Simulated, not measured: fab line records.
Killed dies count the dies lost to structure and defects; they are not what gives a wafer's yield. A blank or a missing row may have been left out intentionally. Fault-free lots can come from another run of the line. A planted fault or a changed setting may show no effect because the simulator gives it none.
Split-lot study	flow n5Finfet	on a route of 1938 steps: 7 lots, 21 wafers read

== SPLIT DETAILS ==
At N5_PASSIVATION_EXPOSE_07 (exposes mask TV, defocus 0 nm, target cd 3000 nm), the setting doseMj was moved away from the recipe's 22.75 on 6 of the 21 wafers read, by +2.4% to +7.0%. For the rest of the wafers, this setting stayed at what the recipe calls for.

== FROM THE SPLIT TO THE READING: what the file shows between them, 3 steps ==
- N5_PASSIVATION_PEB_08
- N5_PASSIVATION_DEVELOP_09: develop time 60 s
- N5_PASSIVATION_HARDBAKE_11: time 120 s

== THE READING ==
cdNm (nm) at N5_PASSIVATION_CD_MEAS_10, where the cd target is 3000 nm. Fault-free wafers of this fab line usually give 3000.0 nm, standard deviation 2.4 nm.

wafer	tool, chamber at the split	doseMj as run	against the recipe	cdNm, nm	against lot-mates on the recipe
L081.1	krfScanner-02, 0	22.75	recipe	3000.3	-
L081.2	krfScanner-02, 0	22.75	recipe	3002.3	-
L081.4	krfScanner-02, 0	23.3	+2.4%	3009.3	+8.0
L083.1	krfScanner-01, 0	22.75	recipe	3000.1	-
L083.2	krfScanner-01, 0	23.32	+2.5%	3008.7	+8.6
L083.5	krfScanner-01, 0	23.32	+2.5%	3003.6	+3.5
L084.1	krfScanner-01, 0	22.75	recipe	3004.1	-
L084.5	krfScanner-01, 0	22.75	recipe	3002.7	-
L084.6	krfScanner-01, 0	22.75	recipe	2999.4	-
L086.2	krfScanner-01, 0	22.75	recipe	2997.7	-
L086.3	krfScanner-01, 0	23.93	+5.2%	3014.9	+14.7
L086.4	krfScanner-01, 0	22.75	recipe	3002.7	-
L088.1	krfScanner-02, 0	22.75	recipe	3003.2	-
L088.3	krfScanner-02, 0	22.75	recipe	3002.5	-
L088.6	krfScanner-02, 0	22.75	recipe	2999.6	-
L093.1	krfScanner-01, 0	24.34	+7.0%	3016.1	+15.3
L093.3	krfScanner-01, 0	22.75	recipe	2998.4	-
L093.5	krfScanner-01, 0	22.75	recipe	3003.1	-
L091.4	krfScanner-01, 0	23.86	+4.9%	3009.6	+10.2
L091.5	krfScanner-01, 0	22.75	recipe	3001.4	-
L091.6	krfScanner-01, 0	22.75	recipe	2997.4	-

FIT RESULTS
A straight line over all 21 wafers: cdNm changes by +2.24 nm for each +1% of doseMj; r = +0.91; the points scatter about the line by 2.3 nm.
The same after taking each lot's own level away (the mean of its wafers on the recipe; 21 wafers): +2.38 nm for each +1%; r = +0.93; scatter 2 nm.
The reading moves by 17 nm for the largest change in doseMj, on that fit.
The span of the lots' own levels, 2999.40 to 3002.07 nm, comes to 1.1 times the standard deviation stated above.
So the lot-to-lot level changes the slope little: the two slopes agree.
Check: +17.7 nm against its lot-mates is what the line predicts for one of the wafers moved furthest among these (+7.0%) when that wafer is left out of the fit. It came out at +15.3 nm against them.

== FILE'S OWN FIT ==
cdNm changes by +2.4 nm for each +1% of doseMj, r = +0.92.
